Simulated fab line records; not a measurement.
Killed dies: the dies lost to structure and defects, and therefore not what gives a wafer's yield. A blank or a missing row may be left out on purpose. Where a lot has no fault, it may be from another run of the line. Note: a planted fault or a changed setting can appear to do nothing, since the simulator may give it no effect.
The tool behind it: which one? -- flow n5Finfet -- 12 lots, 36 wafers sampled, at 4 steps of a route of 1938

## WHAT THE GAUGES READ, wafer by wafer
N5_HKMG_FIN_INSPECT_28: inspects for defects (darkfield).
lot,measured,on,rawDefectCount
L075,day 4 13:53,defectInspect-02,41 24 24
L077,day 5 04:48,defectInspect-01,20 27 36
L079,day 5 18:50,defectInspect-02,28 37 69
L081,day 6 04:17,defectInspect-02,53 61 66
L083,day 6 15:53,defectInspect-02,28 37 44
L085,day 7 01:25,defectInspect-02,44 84 73
L087,day 7 14:08,defectInspect-01,33 27 44
L089,day 8 03:39,defectInspect-02,31 26 58
L091,day 8 16:45,defectInspect-02,63 39 49
L092,day 9 03:04,defectInspect-01,36 59 22
L095,day 9 16:27,defectInspect-01,39 34 41
L097,day 10 02:32,defectInspect-02,20 30 13

## EACH LOT AND THE TOOL THAT RAN IT (in order: tool; ch and the chambers of the sampled wafers; start)
lot,N5_HKMG_FIN_STRIP_89,N5_HKMG_FIN_ALD_71,N5_HKMG_FIN_CMP_23
L075,"rieDiel-04 ch 0,2, day 4 10:46","aldMetal-04 ch 0,2, day 4 11:26","cmp-01 ch 0,1,2, day 4 13:20"
L077,"rieDiel-02 ch 0,3, day 5 01:36","aldMetal-04 ch 1,3, day 5 02:16","cmp-03 ch 1,2, day 5 04:05"
L079,"rieDiel-01 ch 0,3, day 5 15:29","aldMetal-02 ch 0,1,3, day 5 16:22","cmp-03 ch 1,3, day 5 18:07"
L081,"rieDiel-01 ch 0,2, day 6 01:09","aldMetal-02 ch 1,2, day 6 01:49","cmp-01 ch 0,1,3, day 6 03:44"
L083,"rieDiel-01 ch 0,2, day 6 12:53","aldMetal-04 ch 2,3, day 6 13:34","cmp-01 ch 0,3, day 6 15:16"
L085,"rieDiel-01 ch 0,1,3, day 6 22:23","aldMetal-04 ch 0,2,3, day 6 23:04","cmp-04 ch 0,1,3, day 7 00:41"
L087,"rieDiel-04 ch 0,2, day 7 11:01","aldMetal-04 ch 2,3, day 7 11:41","cmp-04 ch 0,1,2, day 7 13:35"
L089,"rieDiel-01 ch 0,2, day 8 00:37","aldMetal-04 ch 1,3, day 8 01:17","cmp-04 ch 0,2,3, day 8 03:06"
L091,"rieDiel-04 ch 1,3, day 8 13:35","aldMetal-02 ch 0,3, day 8 14:15","cmp-03 ch 0,1,3, day 8 16:02"
L092,"rieDiel-04 ch 0,2,3, day 8 23:48","aldMetal-04 ch 0,1, day 9 00:29","cmp-03 ch 0,1,2, day 9 02:30"
L095,"rieDiel-04 ch 0,1,2, day 9 13:17","aldMetal-03 ch 0,1, day 9 13:58","cmp-01 ch 1,3, day 9 15:49"
L097,"rieDiel-04 ch 0,3, day 9 23:31","aldMetal-02 ch 1,3, day 10 00:11","cmp-03 ch 0,1,3, day 10 01:59"
- N5_HKMG_FIN_STRIP_89: strips SOC in N2/H2, time 20 s.
- N5_HKMG_FIN_ALD_71: deposits TiN, target thk 1 nm, pulse time 1 s, purge time 3 s.
- N5_HKMG_FIN_CMP_23: polishes, stops on SiNx, t overpolish 10 s, target thk 46.326 nm.

## THE ANSWER, worked out from the rows above alone
Rule: the lots themselves supply what counts as usual. Put in order of their means at a reading, lots are off if they are a third of the lots or fewer, leave a main group of 4 or more, and stand apart from it by a gap of 3 or more times the standard deviation of the main group's means; of several such gaps the widest counts. Not used: any main group whose means are identical at the precision the tables above print for the reading. A lot without any number at a reading at which 4 lots or more have one is off too. Any other lot the step has rows for is counted as sound.
Across all readings shown, no lot is off: no conclusion can be drawn from this.

## WHAT THE SIMULATOR PUT IN
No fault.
